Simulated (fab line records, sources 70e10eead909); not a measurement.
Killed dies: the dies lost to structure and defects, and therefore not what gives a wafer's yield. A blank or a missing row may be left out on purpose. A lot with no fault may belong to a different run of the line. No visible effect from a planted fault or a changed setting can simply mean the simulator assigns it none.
A struck lot beside a sound one :: flow nand-harc :: 13 steps out of a route of 1159
Sound: these wafers, L407.1, L407.2, L407.4. The struck wafers were L405.3, L405.5. The cause is given at the end.
At each step with rows: each side's tool, then ch and its chambers, then its first start. Under that, the readings that differ: sound wafers :: struck wafers :: difference of the means :: sigmas: that difference in standard deviations of wafers without a fault.
alike: same words and numbers on both sides, and readings whose means sit less than 2 such deviations apart. not compared: any withheld reading, any reading some wafer has no value for, any bound like >300 that may hide the same value, and any number with overlapping values for which the record gives no deviation.
A row with sigmas, a row that says differs or no value, or rows on one side alone: a step with any of these is where the two part. Numbers that have no deviation but don't overlap get no sigmas and don't part them. Lack of a reading on every wafer of one side parts them only where that side has two or more wafers.

first, 1 step without rows for these wafers: NHARC_A_STAIRCASE_TRIM_224 (chemistry O2, time 211.2 s).
NHARC_A_STAIRCASE_ETCH_225: etches the open film in C4F8/O2, target depth 100 nm, time 40.5 s.
  sound: rie-diel-07 ch 1,2,3; struck: rie-diel-08 ch 2,3
reading: oes-product-au (a.u.)
sound: 0.924 0.933 0.925
struck: 0.944 0.951
difference: +0.020
sigmas: +2
  alike: rf-vpp-V, run-length-s
  not compared: rf-hours-counter-h
NHARC_A_STAIRCASE_TRIM_226: chemistry O2, time 211.2 s.
  sound: rie-diel-07 ch 0,1,3; struck: rie-diel-08 ch 3
reading: drypump-motor-current-A (A)
sound: 4.8 5.8 4.8
struck: 6.4 6.3
difference: +1.2
sigmas: +2
  alike: oes-product-au, rf-vpp-V, showerhead-plenum-p-Torr, throttle-valve-pct
  not compared: rf-hours-counter-h
then, 2 steps without rows for these wafers: NHARC_A_STAIRCASE_ETCH_227 (etches the open film in C4F8/O2, target depth 100 nm, time 40.5 s); NHARC_A_STAIRCASE_TRIM_229 (chemistry O2, time 211.2 s).
NHARC_A_STAIRCASE_ETCH_230: etches the open film in C4F8/O2, target depth 100 nm, time 40.5 s.
  sound: rie-diel-07 ch 0,1,3; struck: rie-diel-08 ch 0,3
  alike: oes-product-au, rf-vpp-V, run-length-s
  not compared: rf-hours-counter-h
then, 3 steps without rows for these wafers: NHARC_A_STAIRCASE_TRIM_231 (chemistry O2, time 211.2 s); NHARC_A_STAIRCASE_ETCH_232 (etches the open film in C4F8/O2, target depth 100 nm, time 40.5 s); NHARC_A_STAIRCASE_TRIM_233 (chemistry O2, time 211.2 s).
NHARC_A_STAIRCASE_ETCH_234: etches the open film in C4F8/O2, target depth 100 nm, time 40.5 s.
  sound: rie-diel-07 ch 0,2,3; struck: rie-diel-08 ch 0,1
  alike: oes-product-au, rf-vpp-V, run-length-s
  not compared: rf-hours-counter-h
NHARC_A_STAIRCASE_TRIM_235: chemistry O2, time 211.2 s.
  sound: rie-diel-07 ch 0,1,2; struck: rie-diel-08 ch 1
reading: drypump-motor-current-A (A)
sound: 5.1 4.7 4.8
struck: 6.5 6.5
difference: +1.6
sigmas: +3

reading: rf-vpp-V (V)
sound: 57.3 59.9 58.9
struck: 55.8 57.3
difference: -2.1
sigmas: -2
  alike: oes-product-au, showerhead-plenum-p-Torr, throttle-valve-pct
  not compared: rf-hours-counter-h
NHARC_A_STAIRCASE_ETCH_236: etches the open film in C4F8/O2, target depth 100 nm, time 40.5 s.
  sound on rie-diel-07 ch 0,2,3, day 16 05:01; struck on rie-diel-08 ch 0,1, day 15 11:38
reading: run-length-s (s)
sound: 61.8 62.5 62.0
struck: 73.9 73.6
difference: +11.6
sigmas: +28
  alike: oes-product-au, rf-vpp-V
  not compared: rf-hours-counter-h
-- break in the record here, with 8 days between the starts of the struck wafers on either side (left off in module A_STAIRCASE, picked up again in module END, where the first step shown is number 1159 on the route) --
NHARC_END_SORT_01:
  only the struck wafers appear in the record here, on prober-02 ch 0 at day 23 14:17; the sound ones have no rows

## WHERE THEY PART
Last at NHARC_END_SORT_01 as far as this record goes, first at NHARC_A_STAIRCASE_ETCH_225.

WHY: whatever the simulator had introduced
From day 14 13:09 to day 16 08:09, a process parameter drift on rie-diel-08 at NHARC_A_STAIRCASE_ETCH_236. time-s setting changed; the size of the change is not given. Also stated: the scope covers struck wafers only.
